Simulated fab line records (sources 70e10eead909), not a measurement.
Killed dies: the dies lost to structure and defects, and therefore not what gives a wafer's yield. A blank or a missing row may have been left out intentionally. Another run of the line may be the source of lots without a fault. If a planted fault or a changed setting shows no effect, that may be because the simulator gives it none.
One fault through the eyes of 2 desks :: flow nand harc :: only its own numbers are on each desk; what lay behind them is given at the end

== AT THE TOOL OWNER'S DESK: rie diel-02 ==
The tool's own readings at NHARC_P_BONDPAD_ETCH_12 (etches the open film in CHF3/O2, target depth 200 nm, time 100 s): means of the sampled wafers that have a number, for each lot that ran on this tool. Any lot whose mean is over 4 standard deviations away from the usual mean is out of limits and marked OUT; that distance is given in the brackets.
Columns: A = drypump motor current A at NHARC_P_BONDPAD_ETCH_12, usual 5.6 A; B = oes product au at NHARC_P_BONDPAD_ETCH_12, usual 0.941 a.u.; C = rf fwd power W at NHARC_P_BONDPAD_ETCH_12, usual 496.9 W; D = rf vpp V at NHARC_P_BONDPAD_ETCH_12, usual 370.2 V; E = showerhead plenum p Torr at NHARC_P_BONDPAD_ETCH_12, usual 2.38 Torr; F = throttle valve pct at NHARC_P_BONDPAD_ETCH_12, usual 20.572 %
lot: L220
first seen here: day 6 14:36
A: 5.7
B: 0.967
C: 498.5
D: 370.1
E: 2.38
F: 20.575

lot: L226
first seen here: day 9 06:13
A: 5.3
B: 0.922
C: 495.5
D: 368.9
E: 2.36
F: 20.563

lot: L234
first seen here: day 12 17:33
A: 5.7
B: 0.923
C: 499.1
D: 370.1
E: 2.38
F: 20.570

lot: L235
first seen here: day 13 04:44
A: 5.4
B: 0.962
C: 498.3
D: 368.1
E: 2.27
F: 20.587

lot: L238
first seen here: day 14 05:25
A: 5.4
B: 1.186 (+11) OUT
C: 698.1 (+99 or more) OUT
D: 367.9
E: 2.27
F: 20.564

lot: L239
first seen here: day 14 05:54
A: 5.5
B: 1.144 (+9.2) OUT
C: 698.0 (+99 or more) OUT
D: 368.2
E: 2.32
F: 20.582
This desk finds L238, L239 out of limits, L238 being first, at day 14 05:25 (oes product au at NHARC_P_BONDPAD_ETCH_12). L220, L226, L234, L235: within limits.

== THE DEFECT DESK ==
Counts from the inspections along the route, per lot, as means over the sampled wafers that have a number. Any lot whose mean is over 4 standard deviations away from the usual mean is out of limits and marked OUT; that distance is given in the brackets.
Columns: A = raw defect count at NHARC_P_M2_INSPECT_27, usual 303
lot: L220
first seen here: day 6 12:22
A: 478

lot: L224
first seen here: day 8 02:10
A: 291

lot: L225
first seen here: day 8 18:28
A: 451

lot: L226
first seen here: day 9 04:04
A: 225

lot: L227
first seen here: day 9 16:10
A: 310

lot: L228
first seen here: day 10 05:01
A: 241

lot: L231
first seen here: day 11 11:27
A: 354

lot: L233
first seen here: day 11 22:32
A: 307

lot: L234
first seen here: day 12 15:29
A: 288

lot: L235
first seen here: day 13 02:34
A: 241

lot: L236
first seen here: day 13 05:56
A: 491

lot: L238
first seen here: day 14 03:14
A: 264

lot: L239
first seen here: day 14 03:41
A: 284
This desk's verdict: no lot among the 13 shows anything out of limits.

== PUT TOGETHER ==
At day 14 05:25, on L238, L239, the tool owner's desk was in a position to raise an alarm.
No out-of-limits result turned up at the defect desk.
The defect desk has L238, L239 on record, within its limits.
On rie diel-02, each named lot ran NHARC_P_BONDPAD_ETCH_12.

== WHAT THE SIMULATOR PUT IN ==
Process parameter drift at NHARC_P_BONDPAD_ETCH_12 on rie diel-02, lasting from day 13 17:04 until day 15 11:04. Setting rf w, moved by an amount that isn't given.
Lots struck among those shown: L238, L239.
How many hours passed from the start of the fault until each desk's first out-of-limits reading: the tool owner's desk, 12.
